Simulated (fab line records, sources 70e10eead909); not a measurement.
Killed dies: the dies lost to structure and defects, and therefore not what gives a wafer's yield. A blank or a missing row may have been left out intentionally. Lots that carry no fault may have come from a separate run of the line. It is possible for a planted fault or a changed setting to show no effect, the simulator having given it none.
Chamber matching + flow nand-harc + 4 sister chambers for NHARC_THIN_TSV_ETCH_15 on rie-si-02
The step target depth 3000 nm, bosch target overetch cycles 2, bosch etch step 2.8 s. 20 wafers are shown with their chamber, then 10 later ones without.

## EACH WAFER AND ITS CHAMBER
| wafer  | chamber | drypump-motor-current-A (A) |
|--------|---------|-----------------------------|
| L076.1 | 3       | 5.9                         |
| L076.3 | 1       | 5.0                         |
| L076.4 | 0       | 5.6                         |
| L078.1 | 3       | 5.9                         |
| L078.4 | 1       | 5.0                         |
| L078.6 | 0       | 5.6                         |
| L079.1 | 3       | 5.9                         |
| L079.2 | 2       | 5.7                         |
| L079.6 | 3       | 5.9                         |
| L083.2 | 2       | 5.7                         |
| L083.4 | 3       | 5.9                         |
| L083.5 | 2       | 5.7                         |
| L085.2 | 1       | 5.0                         |
| L085.3 | 2       | 5.7                         |
| L085.6 | 2       | 5.6                         |
| L089.1 | 2       | 5.7                         |
| L089.2 | 0       | 5.6                         |
| L089.6 | 3       | 5.9                         |
| L091.1 | 1       | 5.0                         |
| L091.2 | 3       | 5.9                         |

SIGNATURES (means of the wafers above)
| reading                 | chamber 0 | chamber 1 | chamber 2 | chamber 3 | scatter within a chamber |
|-------------------------|-----------|-----------|-----------|-----------|--------------------------|
| drypump-motor-current-A | 5.600     | 5.000     | 5.683     | 5.900     | 0.0228                   |
Rule: distance of a wafer from a chamber = root of the sum over the readings of ((wafer's reading minus chamber's mean) / reading's scatter) squared. If the next closest chamber is less than 2 further off than the closest, the wafer can't be placed; otherwise it belongs to the closest. The scatter: take each reading less its chamber's mean, square it, sum over the shown wafers, divide by the number of wafers less the number of chambers, and take the root.

## WAFERS WITH NO CHAMBER GIVEN
| wafer  | drypump-motor-current-A (A) |
|--------|-----------------------------|
| L091.6 | 4.9                         |
| L093.1 | 5.9                         |
| L093.5 | 5.0                         |
| L093.6 | 5.7                         |
| L094.1 | 5.6                         |
| L094.4 | 5.7                         |
| L094.6 | 5.9                         |
| L097.1 | 5.7                         |
| L097.4 | 5.6                         |
| L097.6 | 5.6                         |

## EACH ONE'S CHAMBER
| wafer  | from the rows above | in truth                   |
|--------|---------------------|----------------------------|
| L091.6 | 1                   | 1                          |
| L093.1 | 3                   | 3                          |
| L093.5 | 1                   | 1                          |
| L093.6 | 2                   | 2                          |
| L094.1 | 0                   | 0                          |
| L094.4 | 2                   | 2                          |
| L094.6 | 3                   | 3                          |
| L097.1 | 2                   | 2                          |
| L097.4 | 0                   | 0                          |
| L097.6 | 0                   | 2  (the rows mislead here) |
Correct placement for 9 of the 10. Not placeable from these rows: 0. 1 placed wrongly.
